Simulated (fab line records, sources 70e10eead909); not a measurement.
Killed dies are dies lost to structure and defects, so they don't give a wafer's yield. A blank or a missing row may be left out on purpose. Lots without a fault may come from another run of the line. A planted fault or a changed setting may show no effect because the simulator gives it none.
Which tool did it? | flow nand_harc | 13 lots, 37 wafers sampled, at 6 steps of a route of 1302

WHAT THE GAUGES READ, wafer by wafer
NHARC_A_CHANNEL_FILL_D1_INSPECT_13. Usual: raw_defect_count 302, standard deviation 120.
lot  | measured     | on                | raw_defect_count | flag
L301 | day 11 00:41 | defect_inspect-02 | 212 155 174      |
L303 | day 11 10:01 | defect_inspect-01 | 345 205 241      |
L305 | day 12 06:19 | defect_inspect-01 | 279 384 322      |
L304 | day 12 06:19 | defect_inspect-02 | 175 218 393      |
L306 | day 12 20:23 | defect_inspect-01 | 266 412 261      |
L308 | day 13 21:02 | defect_inspect-01 | 355 340 257      |
L310 | day 14 19:31 | defect_inspect-01 | 167 226          |
L311 | day 15 12:17 | defect_inspect-01 | 197 294          |
L319 | day 18 01:37 | defect_inspect-01 | 227 219 199      |
L321 | day 19 01:25 | defect_inspect-02 | 495 411 314      |
L323 | day 20 07:00 | defect_inspect-02 | 611 245 360      |
L322 | day 20 07:02 | defect_inspect-01 | 265 560 212      |
L324 | day 20 19:37 | defect_inspect-01 | 254 223 177      |

NHARC_A_ONON_D2_THK_MEAS_18: measures by ellipsometry. Usual: thk_nm 1000 nm, standard deviation 8.1.
lot  | measured     | on            | thk_nm (nm)    | flag
L301 | day 13 02:58 | film_metro-01 | 997 999 1000   |
L303 | day 13 07:04 | film_metro-02 | 1005 1009 1007 |
L305 | day 14 09:16 | film_metro-02 | 1011 1010 1011 |
L304 | day 14 09:20 | film_metro-02 | 989 990 991    |
L306 | day 15 02:26 | film_metro-02 | 1009 1008 1008 |
L308 | day 15 16:37 | film_metro-01 | 997 997 998    |
L310 | day 17 04:01 | film_metro-02 | 1890 990       | OFF
L311 | day 17 17:43 | film_metro-02 | 1901 1000      | OFF
L319 | day 20 01:22 | film_metro-02 | 1011 1010 1011 |
L321 | day 20 21:40 | film_metro-02 | 1000 999 1000  |
L323 | day 22 11:14 | film_metro-01 | 1002 1001 1003 |
L322 | day 22 11:14 | film_metro-02 | 1009 1008 1007 |
L324 | day 22 23:04 | film_metro-02 | 1000 998 999   |

NHARC_END_SORT_01. Usual: killed_at_array 54, standard deviation 21; killed_at_other 0.9, standard deviation 1.1; killed_at_periphery 3.5, standard deviation 2.5; killed_dies 58, standard deviation 21; killed_open 3.3, standard deviation 1.9; killed_short 2.6, standard deviation 1.8.
lot  | measured     | on        | killed_at_array | killed_at_other | killed_at_periphery | killed_dies | killed_open | killed_short | flag
L310 | day 28 12:44 | prober-02 | 676 64          | 0 0             | 1 2                 | 677 66      | 3 3         | 3 0          | OFF
L311 | day 29 03:14 | prober-01 | 676 37          | 0 0             | 1 4                 | 677 41      | 3 1         | 0 2          | OFF

WHICH TOOL RAN EACH LOT (tool, then ch and the chambers of the sampled wafers, then the start)
lot  | NHARC_A_DECK1_JOINT_ETCHBACK_00  | NHARC_A_ONON_D2_DEP_16           | NHARC_A_ONON_D2_DEP_33
L301 | rie_si-03 ch 1,2, day 11 11:27   | pecvd_onon-03 ch 0, day 13 02:27 | pecvd-01 ch 0,1, day 13 05:16
L303 | rie_si-03 ch 0,2,3, day 11 21:14 | pecvd_onon-03 ch 0, day 13 06:40 | pecvd-02 ch 0,2, day 13 09:27
L305 | rie_si-03 ch 0,1,2, day 12 17:16 | pecvd_onon-03 ch 0, day 14 08:45 | pecvd-02 ch 0,1, day 14 11:38
L304 | rie_si-06 ch 0,1, day 12 17:16   | pecvd_onon-01 ch 0, day 14 09:00 | pecvd-03 ch 0,1,2, day 14 11:47
L306 | rie_si-06 ch 0,3, day 13 07:11   | pecvd_onon-03 ch 0, day 15 02:02 | pecvd-02 ch 1,2, day 15 04:48
L308 | rie_si-03 ch 0,1,3, day 14 07:35 | pecvd_onon-01 ch 0, day 15 16:07 | pecvd-01 ch 0,1, day 15 19:02
L310 | rie_si-01 ch 1, day 15 06:16     | pecvd_onon-03 ch 0, day 16 13:37 | pecvd-01 ch 1,2, day 17 06:27
L311 | rie_si-06 ch 0,3, day 15 22:51   | pecvd_onon-03 ch 0, day 17 17:15 | pecvd-03 ch 2, day 17 20:14
L319 | rie_si-06 ch 0,2,3, day 18 12:35 | pecvd_onon-02 ch 0, day 20 00:51 | pecvd-01 ch 0,2, day 20 03:43
L321 | rie_si-06 ch 0,1,2, day 19 12:08 | pecvd_onon-03 ch 0, day 20 21:16 | pecvd-02 ch 0,1,2, day 21 00:02
L323 | rie_si-03 ch 0,1,3, day 20 17:46 | pecvd_onon-03 ch 0, day 22 10:43 | pecvd-02 ch 1,2, day 22 13:34
L322 | rie_si-06 ch 0,1, day 20 17:46   | pecvd_onon-01 ch 0, day 22 10:50 | pecvd-03 ch 0,1, day 22 13:45
L324 | rie_si-06 ch 1,2,3, day 21 06:26 | pecvd_onon-03 ch 0, day 22 22:41 | pecvd-02 ch 0,1, day 23 01:29
- NHARC_A_DECK1_JOINT_ETCHBACK_00: etches the open film in HBr, target depth 30 nm, time 17.4 s.
- NHARC_A_ONON_D2_DEP_16: target thk 1000 nm.
- NHARC_A_ONON_D2_DEP_33: deposits SiO2, target thk 200 nm.

WHAT THE TOOLS THEMSELVES READ (means of the sampled wafers that have a number; where no wafer has one, the mark that the record gives instead)
NHARC_A_DECK1_JOINT_ETCHBACK_00. Usual: drypump_motor_current_A 5.5 A, standard deviation 0.6; oes_product_au 1.005 a.u., standard deviation 0.012; throttle_valve_pct 23.265 %, standard deviation 0.0084.
lot  | tool      | drypump_motor_current_A (A) | oes_product_au (a.u.) | throttle_valve_pct (%) | flag
L301 | rie_si-03 | 5.0                         | 1.014                 | 23.265                 |
L303 | rie_si-03 | 5.4                         | 1.012                 | 23.263                 |
L305 | rie_si-03 | 5.6                         | 1.011                 | 23.261                 |
L304 | rie_si-06 | 5.3                         | 1.013                 | 23.273                 |
L306 | rie_si-06 | 5.4                         | 1.001                 | 23.257                 |
L308 | rie_si-03 | 5.7                         | 1.018                 | 23.266                 |
L310 | rie_si-01 | 6.6                         | 1.022                 | 23.265                 |
L311 | rie_si-06 | 5.2                         | 0.994                 | 23.253                 |
L319 | rie_si-06 | 5.4                         | 1.002                 | 23.262                 |
L321 | rie_si-06 | 5.3                         | 1.003                 | 23.268                 |
L323 | rie_si-03 | 5.7                         | 1.000                 | 23.259                 |
L322 | rie_si-06 | 5.2                         | 1.008                 | 23.274                 |
L324 | rie_si-06 | 5.5                         | 0.998                 | 23.265                 |

NHARC_A_ONON_D2_DEP_16. Usual: nh3_flow_sccm 499.8 sccm, standard deviation 1.6.
lot  | tool          | nh3_flow_sccm (sccm) | flag
L301 | pecvd_onon-03 | 500.8                |
L303 | pecvd_onon-03 | 499.8                |
L305 | pecvd_onon-03 | 500.8                |
L304 | pecvd_onon-01 | 498.6                |
L306 | pecvd_onon-03 | 500.9                |
L308 | pecvd_onon-01 | 500.7                |
L310 | pecvd_onon-03 | 498.4                |
L311 | pecvd_onon-03 | 497.3                |
L319 | pecvd_onon-02 | 501.7                |
L321 | pecvd_onon-03 | 499.0                |
L323 | pecvd_onon-03 | 498.4                |
L322 | pecvd_onon-01 | 502.0                |
L324 | pecvd_onon-03 | 499.8                |

NHARC_A_ONON_D2_DEP_33. Usual: heater_power_w 571 W, standard deviation 62; throttle_valve_pct 16.2 %, standard deviation 0.53.
lot  | tool     | heater_power_w (W) | throttle_valve_pct (%) | flag
L301 | pecvd-01 | 508                | 16.9                   |
L303 | pecvd-02 | 591                | 15.7                   |
L305 | pecvd-02 | 601                | 16.3                   |
L304 | pecvd-03 | 558                | 15.9                   |
L306 | pecvd-02 | 569                | 16.0                   |
L308 | pecvd-01 | 501                | 16.4                   |
L310 | pecvd-01 | 624                | 16.1                   |
L311 | pecvd-03 | 576                | 15.2                   |
L319 | pecvd-01 | 569                | 16.2                   |
L321 | pecvd-02 | 556                | 16.3                   |
L323 | pecvd-02 | 598                | 16.6                   |
L322 | pecvd-03 | 573                | 16.3                   |
L324 | pecvd-02 | 608                | 16.7                   |

THE ANSWER, worked out from the rows above alone
Rule: a lot is off if the mean of its wafers that have a number lies more than 3 standard deviations from the usual mean. A lot without any number at a reading at which 4 lots or more have one is off too. The other lots that the step has rows for count as sound. The gauges are gone through in route order, then the tools' own readings, and for those a lot's mean is taken as printed above. The first step at which some lot is off is used, and at that step the reading that is off furthest; a lot without a number counts as furthest.
Off: L310, L311, at NHARC_A_ONON_D2_THK_MEAS_18 (thk_nm).
A tool fits if, at a process step before that reading, it ran every lot that is off, and no sound lot after the first of them. The gauges at NHARC_A_ONON_D2_THK_MEAS_18 aren't tried: what is off there is off at NHARC_END_SORT_01 too, on other tools, and a gauge's error can't cause that. None of those tried fits.

WHAT THE SIMULATOR HAD PUT IN
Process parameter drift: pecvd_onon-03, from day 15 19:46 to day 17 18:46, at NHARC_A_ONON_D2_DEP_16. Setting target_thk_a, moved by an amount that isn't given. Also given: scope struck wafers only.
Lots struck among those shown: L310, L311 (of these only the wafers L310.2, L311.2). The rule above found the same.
